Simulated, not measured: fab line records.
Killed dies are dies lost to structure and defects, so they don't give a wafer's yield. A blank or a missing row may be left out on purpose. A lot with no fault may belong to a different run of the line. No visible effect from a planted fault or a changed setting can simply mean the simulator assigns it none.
fab line records -- flow nandHarc
record lots=6, wafers=18, lastDay=33
route steps=1302 shown A_ONON_D1@432 END@1302
lots that met no fault: from a run of the same line without faults
startH: the number of hours between the record's first day and the start of the first shown wafer of the lot -- waitH: hours since the lot's step before -- " unchanged from the row above -- L1.1+2: a single row standing in for several wafers -- - either no value or no given start -- * or withheld: withheld -- < > ~ a bound
route shown NAME@n: names a module that has steps shown in the file, with the first one's number in the route -- usual: the fault-free wafers' mean and standard deviation -- same: alike in all rows -- chamber/n: place in a boat -- sites: per-site readings -- _std_site: how widely they spread, as a standard deviation -- _edge_site: inner sites' mean taken away from outer sites' mean -- radiusMm: for every site, how far away it sits from the centre of the wafer -- mask NAME#n: copy n -- behind: the tool/chamber that last shaped the wafer -- hold: why the lot went on hold/how many hours it stayed there/how the hold came to an end -- device: the transistor (n, p or np) that didn't switch -- end of line: at the end of the route, the tests of the same wafers -- step lacking rows: just its recipe -- killed: the dies lost at the first sort to structure and to defects; this is not the yield of the wafer -- map: a wafer's dies, x killed, . not, _ none there
set.NAME: setting as actually run; set.NAME@STEP: the setting as run at that earlier step -- model.NAME: the simulator's own value behind a step, which no gauge read
certain route steps with their lots: each step a table, each wafer a row
services: from which hour (startH, from the record's first day; less than 0 if before it) a tool's chamber was out of use, for how many hours, and why
## steps
# step NHARC_A_ONON_D1_DEP_12
# recipe targetThkA=10000, n2FlowSccm=2750, n2oFlowSccm=2000, nh3FlowSccm=500, sih4FlowSccm=210, tempC=400
# step NHARC_A_ONON_D1_THK_MEAS_14
# recipe thkMeasGauge=ellipsometry
# usual thkNm=1002/9.9
lot.wafer,tool,chamber,startH,waitH,thkNm
L569.2,filmMetro-01,-,237.42,-,995
L569.3,filmMetro-01,-,237.42,-,995
L569.6,filmMetro-01,-,237.42,-,995
L571.2,filmMetro-02,-,261.45,-,1028
L571.4,filmMetro-02,-,261.45,-,1028
L571.5,filmMetro-02,-,261.45,-,1028
L575.1,filmMetro-02,-,293.76,-,992
L575.2,filmMetro-02,-,293.76,-,993
L575.5,filmMetro-02,-,293.76,-,993
L576.1,filmMetro-01,-,310.57,-,997
L576.2,filmMetro-01,-,310.57,-,997
L576.3,filmMetro-01,-,310.57,-,999
L585.3,filmMetro-02,-,391.78,-,1004
L585.4,filmMetro-02,-,391.78,-,1002
L585.5,filmMetro-02,-,391.78,-,1003
L584.3,filmMetro-02,-,391.80,-,1004
L584.4,filmMetro-02,-,391.80,-,1006
L584.6,filmMetro-02,-,391.80,-,1005
# step NHARC_A_ONON_D1_ANNEAL_15
# recipe tempC=750, timeS=3600
# step NHARC_A_ONON_D1_DEP_16
# recipe targetThkA=10000, n2FlowSccm=2750, n2oFlowSccm=2000, nh3FlowSccm=500, sih4FlowSccm=210, tempC=400
# step NHARC_A_ONON_D1_THK_MEAS_18
# recipe thkMeasGauge=ellipsometry
# usual thkNm=1001/12
lot.wafer,tool,chamber,startH,waitH,thkNm
L569.2,filmMetro-01,-,245.32,-,1005
L569.3,filmMetro-01,-,245.32,-,1006
L569.6,filmMetro-01,-,245.32,-,1008
L571.2,filmMetro-02,-,269.20,-,1007
L571.4,filmMetro-02,-,269.20,-,1008
L571.5,filmMetro-02,-,269.20,-,1006
L575.1,filmMetro-02,-,304.09,-,1000
L575.2,filmMetro-02,-,304.09,-,1000
L575.5,filmMetro-02,-,304.09,-,1000
L576.1,filmMetro-02,-,318.38,-,1009
L576.2,filmMetro-02,-,318.38,-,1008
L576.3,filmMetro-02,-,318.38,-,1009
L585.3,filmMetro-02,-,401.02,-,1009
L585.4,filmMetro-02,-,401.02,-,1009
L585.5,filmMetro-02,-,401.02,-,1009
L584.3,filmMetro-02,-,401.03,-,999
L584.4,filmMetro-02,-,401.03,-,999
L584.6,filmMetro-02,-,401.03,-,1001
# step NHARC_A_ONON_D1_DEP_19
# recipe targetThkA=10000, n2FlowSccm=2750, n2oFlowSccm=2000, nh3FlowSccm=500, sih4FlowSccm=210, tempC=400
# step NHARC_A_ONON_D1_THK_MEAS_21
# recipe thkMeasGauge=ellipsometry
# usual thkNm=1000/12
lot.wafer,tool,chamber,startH,waitH,thkNm
L569.2,filmMetro-01,-,245.88,-,978
L569.3,filmMetro-01,-,245.88,-,976
L569.6,filmMetro-01,-,245.88,-,978
L571.2,filmMetro-01,-,269.77,-,995
L571.4,filmMetro-01,-,269.77,-,995
L571.5,filmMetro-01,-,269.77,-,994
L575.1,filmMetro-02,-,304.66,-,991
L575.2,filmMetro-02,-,304.66,-,991
L575.5,filmMetro-02,-,304.66,-,992
L576.1,filmMetro-02,-,318.94,-,998
L576.2,filmMetro-02,-,318.94,-,995
L576.3,filmMetro-02,-,318.94,-,997
L585.3,filmMetro-02,-,401.60,-,1003
L585.4,filmMetro-02,-,401.60,-,1002
L585.5,filmMetro-02,-,401.60,-,1003
L584.3,filmMetro-02,-,401.60,-,984
L584.4,filmMetro-02,-,401.60,-,985
L584.6,filmMetro-02,-,401.60,-,984
# step NHARC_A_ONON_D1_DEP_22
# recipe targetThkA=10000, n2FlowSccm=2750, n2oFlowSccm=2000, nh3FlowSccm=500, sih4FlowSccm=210, tempC=400
# step NHARC_A_ONON_D1_THK_MEAS_24
# recipe thkMeasGauge=ellipsometry
# usual thkNm=996/7.6
lot.wafer,tool,chamber,startH,waitH,thkNm
L569.2,filmMetro-01,-,246.45,-,995
L569.3,filmMetro-01,-,246.45,-,995
L569.6,filmMetro-01,-,246.45,-,995
L571.2,filmMetro-01,-,270.34,-,997
L571.4,filmMetro-01,-,270.34,-,996
L571.5,filmMetro-01,-,270.34,-,998
L575.1,filmMetro-01,-,305.23,-,1000
L575.2,filmMetro-01,-,305.23,-,1003
L575.5,filmMetro-01,-,305.23,-,1003
L576.1,filmMetro-01,-,319.51,-,1014
L576.2,filmMetro-01,-,319.51,-,1017
L576.3,filmMetro-01,-,319.51,-,1014
L585.3,filmMetro-02,-,402.16,-,1002
L585.4,filmMetro-02,-,402.16,-,1001
L585.5,filmMetro-02,-,402.16,-,1001
L584.3,filmMetro-02,-,402.17,-,1001
L584.4,filmMetro-02,-,402.17,-,999
L584.6,filmMetro-02,-,402.17,-,1001
# step NHARC_A_ONON_D1_DEP_25
# recipe targetThkA=10000, n2FlowSccm=2750, n2oFlowSccm=2000, nh3FlowSccm=500, sih4FlowSccm=210, tempC=400
# step NHARC_A_ONON_D1_THK_MEAS_27
# recipe thkMeasGauge=ellipsometry
# usual thkNm=999/11
lot.wafer,tool,chamber,startH,waitH,thkNm
L569.2,filmMetro-01,-,247.01,-,1012
L569.3,filmMetro-01,-,247.01,-,1011
L569.6,filmMetro-01,-,247.01,-,1010
L571.2,filmMetro-02,-,270.90,-,1001
L571.4,filmMetro-02,-,270.90,-,1003
L571.5,filmMetro-02,-,270.90,-,1002
L575.1,filmMetro-01,-,305.79,-,993
L575.2,filmMetro-01,-,305.79,-,992
L575.5,filmMetro-01,-,305.79,-,991
L576.1,filmMetro-02,-,320.07,-,987
L576.2,filmMetro-02,-,320.07,-,987
L576.3,filmMetro-02,-,320.07,-,987
L585.3,filmMetro-02,-,402.73,-,998
L585.4,filmMetro-02,-,402.73,-,997
L585.5,filmMetro-02,-,402.73,-,995
L584.3,filmMetro-02,-,402.74,-,1002
L584.4,filmMetro-02,-,402.74,-,1001
L584.6,filmMetro-02,-,402.74,-,1004
# step NHARC_A_ONON_D1_DEP_28
# recipe targetThkA=10000, n2FlowSccm=2750, n2oFlowSccm=2000, nh3FlowSccm=500, sih4FlowSccm=210, tempC=400
# usual susceptorTempC=400.00/0.21
lot.wafer,tool,chamber,startH,waitH,susceptorTempC
L569.2,pecvdOnon-02,0,247.13,0.1,399.78
L569.3,pecvdOnon-02,0,247.13,0.1,399.98
L569.6,pecvdOnon-02,0,247.13,0.1,400.35
L571.2,pecvdOnon-02,0,271.02,0.1,399.80
L571.4,pecvdOnon-02,0,271.02,0.1,399.90
L571.5,pecvdOnon-02,0,271.02,0.1,400.07
L575.1,pecvdOnon-02,0,305.85,0.1,400.15
L575.2,pecvdOnon-02,0,305.85,0.1,399.96
L575.5,pecvdOnon-02,0,305.85,0.1,400.02
L576.1,pecvdOnon-02,0,320.13,0.1,399.97
L576.2,pecvdOnon-02,0,320.13,0.1,399.84
L576.3,pecvdOnon-02,0,320.13,0.1,399.63
L585.3,pecvdOnon-04,0,402.90,0.2,400.12
L585.4,pecvdOnon-04,0,402.90,0.2,400.09
L585.5,pecvdOnon-04,0,402.90,0.2,399.83
L584.3,pecvdOnon-02,0,402.91,0.2,399.94
L584.4,pecvdOnon-02,0,402.91,0.2,399.89
L584.6,pecvdOnon-02,0,402.91,0.2,399.92
# step NHARC_A_ONON_D1_THK_MEAS_30
# recipe thkMeasGauge=ellipsometry
# usual thkNm=1002/12
lot.wafer,tool,chamber,startH,waitH,thkNm
L569.2,filmMetro-02,-,247.58,-,989
L569.3,filmMetro-02,-,247.58,-,990
L569.6,filmMetro-02,-,247.58,-,988
L571.2,filmMetro-01,-,271.47,-,1023
L571.4,filmMetro-01,-,271.47,-,1021
L571.5,filmMetro-01,-,271.47,-,1023
L575.1,filmMetro-01,-,306.36,-,1782
L575.2,filmMetro-01,-,306.36,-,1782
L575.5,filmMetro-01,-,306.36,-,1782
L576.1,filmMetro-02,-,320.64,-,1781
L576.2,filmMetro-02,-,320.64,-,1784
L576.3,filmMetro-02,-,320.64,-,1781
L585.3,filmMetro-02,-,403.29,-,1006
L585.4,filmMetro-02,-,403.29,-,1007
L585.5,filmMetro-02,-,403.29,-,1007
L584.3,filmMetro-02,-,403.31,-,1005
L584.4,filmMetro-02,-,403.31,-,1008
L584.6,filmMetro-02,-,403.31,-,1006
# step NHARC_A_ONON_D1_DEP_33
# recipe targetThkA=2000, tempC=400, pressureTorr=6.5, rfW=900, teosFlowSccm=161.4, flowSccm=2650, targetThkNm=200, gas=O2, material=SiO2
# usual flowSccm=2651/8.4, heaterPowerW=555/100, susceptorTempC=400.02/0.24, throttleValvePct=16.0/0.8
lot.wafer,tool,chamber,startH,waitH,flowSccm,heaterPowerW,susceptorTempC,throttleValvePct
L569.2,pecvd-03,0,247.63,0.1,2639,504,400.36,14.6
L569.3,pecvd-03,1,247.63,0.1,2659,616,400.25,15.7
L569.6,pecvd-03,2,247.63,0.1,2658,448,399.71,16.8
L571.2,pecvd-02,1,271.53,0.1,2658,598,400.12,14.9
L571.4,pecvd-02,1,271.53,0.1,2667,601,400.60,15.0
L571.5,pecvd-02,0,271.53,0.1,2659,543,400.01,15.1
L575.2,pecvd-01,0,306.42,0.1,2650,749,399.82,17.0
L575.1,pecvd-01,1,306.42,0.1,2640,519,400.00,16.0
L575.5,pecvd-01,2,306.42,0.1,2649,504,399.98,16.8
L576.2,pecvd-02,1,320.69,0.1,2651,632,399.89,15.2
L576.3,pecvd-02,2,320.69,0.1,2647,537,400.03,15.7
L576.1,pecvd-02,0,320.69,0.1,2660,508,400.15,15.2
L584.3,pecvd-01,0,403.37,0.1,2658,597,400.27,17.2
L584.4,pecvd-01,0,403.37,0.1,2647,631,400.49,17.3
L584.6,pecvd-01,2,403.37,0.1,2645,422,399.78,16.9
L585.3,pecvd-02,2,403.39,0.1,2650,425,400.02,15.3
L585.5,pecvd-02,2,403.39,0.1,2655,450,400.28,15.5
L585.4,pecvd-02,0,403.39,0.1,2657,514,399.85,15.1
# step NHARC_END_SORT_01
# recipe tempC=25
# usual killedAtArray=57/20, killedAtOther=1.0/1.5, killedAtPeriphery=3.5/2.5, killedDies=62/21, killedOpen=3.5/1.9, killedShort=2.4/1.6
# same grossDies=677
lot.wafer,tool,chamber,startH,waitH,killedAtArray,killedAtOther,killedAtPeriphery,killedDies,killedOpen,killedShort
L575.1,prober-01,0,692.51,2.5,673,1,3,677,4,6
L575.2,prober-01,0,693.32,2.8,668,3,6,677,0,2
L575.5,prober-01,0,695.74,3.7,672,2,3,677,1,1
L576.1,prober-02,0,703.80,2.5,671,1,5,677,5,1
L576.2,prober-02,0,704.61,2.8,672,2,3,677,6,3
L576.3,prober-02,0,705.41,3.1,673,1,3,677,2,4
# killed by level:class
L575.1 A_ONON_D1:areaDep=616 A_SLIT:chamberFilmFlake=26 A_CHANNEL_HOLE_D2:chamberFilmFlake=13 A_CHANNEL_HOLE_D1:chamberFilmFlake=4 A_CONTACT:chamberFilmFlake=4 P_GATE:geometricParticle:short=1 P_CONTACT:geometricParticle:open=1 A_ONON_D1:geometricParticle:open=1
L575.2 A_ONON_D1:areaDep=618 A_SLIT:chamberFilmFlake=18 A_CHANNEL_HOLE_D1:chamberFilmFlake=11 A_CHANNEL_HOLE_D2:chamberFilmFlake=11 P_GATE:chamberFilmFlake=5 A_CONTACT:chamberFilmFlake=5 THIN_TSV:chamberFilmFlake=3 A_STAIRCASE:chamberFilmFlake=2
L575.5 A_ONON_D1:areaDep=617 A_SLIT:chamberFilmFlake=26 A_CHANNEL_HOLE_D2:chamberFilmFlake=14 A_CHANNEL_HOLE_D1:chamberFilmFlake=5 A_STAIRCASE:chamberFilmFlake=4 A_CONTACT:chamberFilmFlake=4 P_GATE:chamberFilmFlake=2 STARTING-WAFER:geometricParticle:open=1
L576.1 A_ONON_D1:areaDep=603 A_SLIT:chamberFilmFlake=32 A_CHANNEL_HOLE_D2:chamberFilmFlake=20 A_CHANNEL_HOLE_D1:chamberFilmFlake=6 A_CONTACT:chamberFilmFlake=4 P_GATE:chamberFilmFlake=2 P_CONTACT:geometricParticle:open=1 P_M0:geometricParticle:open=1
L576.2 A_ONON_D1:areaDep=597 A_SLIT:chamberFilmFlake=37 A_CHANNEL_HOLE_D2:chamberFilmFlake=12 A_CHANNEL_HOLE_D1:chamberFilmFlake=8 A_CONTACT:chamberFilmFlake=5 A_WL_FILL:geometricParticle:short=2 THIN_TSV:chamberFilmFlake=2 A_BONDPAD:chamberFilmFlake=2
L576.3 A_ONON_D1:areaDep=607 A_SLIT:chamberFilmFlake=25 A_CHANNEL_HOLE_D2:chamberFilmFlake=15 A_CHANNEL_HOLE_D1:chamberFilmFlake=7 A_CONTACT:chamberFilmFlake=6 A_STAIRCASE:chamberFilmFlake=4 A_BONDPAD:chamberFilmFlake=3 A_CHANNEL_FILL_D2:chamberFilmFlake=2
# map L575.1 (x killed, . not)
____________x____________
_________xxxxxxx_________
_______xxxxxxxxxxx_______
______xxxxxxxxxxxxx______
_____xxxxxxxxxxxxxxx_____
____xxxxxxxxxxxxxxxxx____
____xxxxxxxxxxxxxxxxx____
___xxxxxxxxxxxxxxxxxxx___
___xxxxxxxxxxxxxxxxxxx___
__xxxxxxxxxxxxxxxxxxxxx__
__xxxxxxxxxxxxxxxxxxxxx__
_xxxxxxxxxxxxxxxxxxxxxxx_
_xxxxxxxxxxxxxxxxxxxxxxx_
_xxxxxxxxxxxxxxxxxxxxxxx_
_xxxxxxxxxxxxxxxxxxxxxxx_
_xxxxxxxxxxxxxxxxxxxxxxx_
xxxxxxxxxxxxxxxxxxxxxxxxx
xxxxxxxxxxxxxxxxxxxxxxxxx
xxxxxxxxxxxxxxxxxxxxxxxxx
xxxxxxxxxxxxxxxxxxxxxxxxx
xxxxxxxxxxxxxxxxxxxxxxxxx
_xxxxxxxxxxxxxxxxxxxxxxx_
_xxxxxxxxxxxxxxxxxxxxxxx_
_xxxxxxxxxxxxxxxxxxxxxxx_
_xxxxxxxxxxxxxxxxxxxxxxx_
_xxxxxxxxxxxxxxxxxxxxxxx_
__xxxxxxxxxxxxxxxxxxxxx__
__xxxxxxxxxxxxxxxxxxxxx__
___xxxxxxxxxxxxxxxxxxx___
___xxxxxxxxxxxxxxxxxxx___
____xxxxxxxxxxxxxxxxx____
____xxxxxxxxxxxxxxxxx____
_____xxxxxxxxxxxxxxx_____
______xxxxxxxxxxxxx______
_______xxxxxxxxxxx_______
_________xxxxxxx_________
____________x____________
# map L576.1 (x killed, . not)
____________x____________
_________xxxxxxx_________
_______xxxxxxxxxxx_______
______xxxxxxxxxxxxx______
_____xxxxxxxxxxxxxxx_____
____xxxxxxxxxxxxxxxxx____
____xxxxxxxxxxxxxxxxx____
___xxxxxxxxxxxxxxxxxxx___
___xxxxxxxxxxxxxxxxxxx___
__xxxxxxxxxxxxxxxxxxxxx__
__xxxxxxxxxxxxxxxxxxxxx__
_xxxxxxxxxxxxxxxxxxxxxxx_
_xxxxxxxxxxxxxxxxxxxxxxx_
_xxxxxxxxxxxxxxxxxxxxxxx_
_xxxxxxxxxxxxxxxxxxxxxxx_
_xxxxxxxxxxxxxxxxxxxxxxx_
xxxxxxxxxxxxxxxxxxxxxxxxx
xxxxxxxxxxxxxxxxxxxxxxxxx
xxxxxxxxxxxxxxxxxxxxxxxxx
xxxxxxxxxxxxxxxxxxxxxxxxx
xxxxxxxxxxxxxxxxxxxxxxxxx
_xxxxxxxxxxxxxxxxxxxxxxx_
_xxxxxxxxxxxxxxxxxxxxxxx_
_xxxxxxxxxxxxxxxxxxxxxxx_
_xxxxxxxxxxxxxxxxxxxxxxx_
_xxxxxxxxxxxxxxxxxxxxxxx_
__xxxxxxxxxxxxxxxxxxxxx__
__xxxxxxxxxxxxxxxxxxxxx__
___xxxxxxxxxxxxxxxxxxx___
___xxxxxxxxxxxxxxxxxxx___
____xxxxxxxxxxxxxxxxx____
____xxxxxxxxxxxxxxxxx____
_____xxxxxxxxxxxxxxx_____
______xxxxxxxxxxxxx______
_______xxxxxxxxxxx_______
_________xxxxxxx_________
____________x____________
## services
tool,chamber,startH,hours,kind
pecvd-02,-,227.10,13.0,pm
pecvd-02,0,227.10,13.0,ventCycle
pecvd-02,1,227.10,13.0,ventCycle
pecvd-02,2,227.10,13.0,ventCycle
pecvd-02,0,240.10,-,clean
pecvd-02,1,240.10,-,clean
pecvd-02,2,240.10,-,clean
pecvd-03,1,265.51,6.9,repair
pecvd-01,-,268.21,2.4,repair
pecvd-02,-,285.18,0.6,repair
pecvd-01,0,306.66,12.2,repair
pecvdOnon-04,-,311.14,13.0,pm
pecvd-01,-,311.19,13.0,pm
pecvd-01,1,311.19,13.0,ventCycle
pecvd-01,2,311.19,13.0,ventCycle
pecvd-01,0,324.19,-,clean
pecvd-01,1,324.19,-,clean
pecvd-01,2,324.19,-,clean
pecvd-01,2,327.54,4.1,repair
pecvd-03,-,366.24,13.0,pm
pecvd-03,0,366.24,13.0,ventCycle
pecvd-03,1,366.24,13.0,ventCycle
pecvd-03,2,366.24,13.0,ventCycle
pecvdOnon-02,-,366.28,13.0,pm
## key
firstSign step=NHARC_A_ONON_D1_THK_MEAS_30, reading=thkNm, direction=up, sigmas=63, usual=1002, struck=1782
effect step=NHARC_END_SORT_01, reading=killedAtArray, direction=up, sigmas=30, usual=57, struck=672
moreKillsBornAt NHARC_A_ONON_D1_DEP_28@pecvdOnon-02=3658
metAt NHARC_A_ONON_D1_DEP_28
struckWafers L575.1,L575.2,L575.5,L576.1,L576.2,L576.3
laterRowsLeftOut L575.1,L575.2,L575.5,L576.1,L576.2,L576.3
testerLeftOut L575,L576
onsetBetween 271.02 305.85
fault kind=processParameterDrift, tool=pecvdOnon-02, chamber=0, onsetH=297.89, steps=NHARC_A_ONON_D1_DEP_28, channel=targetThkA, offset=*, shape=step, endH=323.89, actsIn=*, stated=*
# testerLeftOut: of these lots the tester's yield and bins aren't shown, on N5 and GAA mostly nor the transistor test; their killed dies are dies lost to structure and defects alone, not to doping, threshold or leakage, so they don't give the yield
# laterRowsLeftOut: the simulator's readings of these wafers behind a module that went badly wrong aren't trusted and aren't shown, but for the sort
